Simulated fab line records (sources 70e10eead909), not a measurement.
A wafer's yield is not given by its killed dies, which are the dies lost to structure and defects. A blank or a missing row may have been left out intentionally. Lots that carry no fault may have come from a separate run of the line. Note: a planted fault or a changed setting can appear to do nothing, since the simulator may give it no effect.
Code-filled problem report in 8D (eight disciplines) form | flow nand_harc | the parts of the form that need people (team, actions taken, sign-off) are left out

1. WHAT IS WRONG
At NHARC_A_ONON_D1_THK_MEAS_11, thk_nm averages 1488 nm over 6 wafers from 2 lots, while fault-free wafers read 1002 nm, standard deviation 14. Relative to the usual mean, that is a shift of +35 standard deviations.
The step: measures by ellipsometry.
The first sign was on wafer L156.2 at day 11 16:21, on film_metro-02. The record has a number at this step for 42 wafers belonging to 14 lots. By rule, "out" or "out of limits" means more than 4 standard deviations away from the usual mean. All remaining wafers that have a number are taken as sound.

2. WHAT IT IS; WHAT IT IS NOT
question                    | is                           | is not
which readings at this step | thk_nm                       | -
which lots                  | L156, L158                   | L139, L140, L141, L143, L144, L145, L146, L147, L148, L149, L150, L153
which wafers of those lots  | all that have a number       | -
read on which gauges        | film_metro-01, film_metro-02 | -
when                        | from day 11 16:21            | up to then (36 sound wafers)

3. SUSPECTS, AND WHAT RULES EACH OUT
Counting: a tool at a process step up to the reading stays a suspect if it ran every lot that is out and no sound lot after the first of them.
- the gauge at NHARC_A_ONON_D1_THK_MEAS_11 is ruled out. Those wafers that are out were read across 2 gauges (film_metro-01, film_metro-02).
- pecvd_onon-02 at NHARC_A_ONON_D1_DEP_09 (target thk 1000 nm): kept. All lots that are out passed through it, beginning with L156 at day 11 15:53, and no sound lot followed; its final sound lot before that point was L150 at day 10 09:31.
Remaining after the count: pecvd_onon-02 at NHARC_A_ONON_D1_DEP_09.

4. THE CAUSE (what the simulator had put in)
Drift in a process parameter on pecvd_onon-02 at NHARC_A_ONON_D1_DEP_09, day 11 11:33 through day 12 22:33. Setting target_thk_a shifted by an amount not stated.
The count eliminated every tool but this one.

5. THE CHAIN OF EFFECTS, in route order
Each row: a reading whose mean over the struck wafers that have a number lies more than 3 standard deviations from the usual. Only readings whose record carries a usual standard deviation are examined. hours: median over the lots of the time between each lot's start at the first step of this table that gives one and its start at this step. sigmas: the change, counted in usual standard deviations.
hours | step                        | reading         | usual   | on struck wafers | change | sigmas
0     | NHARC_A_ONON_D1_THK_MEAS_11 | thk_nm          | 1002 nm | 1488             | +486   | +35
290   | NHARC_END_SORT_01           | killed_at_array | 27      | 669              | +642   | +58
290   | NHARC_END_SORT_01           | killed_dies     | 31      | 677              | +646   | +54

6. WHAT WOULD HAVE CAUGHT IT SOONER
Counted from the fault's start at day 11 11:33, it took 5 hours until the first out-of-limits reading at a measuring or inspecting step in this record, taken at day 11 16:21.
Among the 2 lots that are out, L158 began NHARC_A_ONON_D1_DEP_09 on pecvd_onon-02 after day 11 16:21. Holding the tool at that time would have saved it.
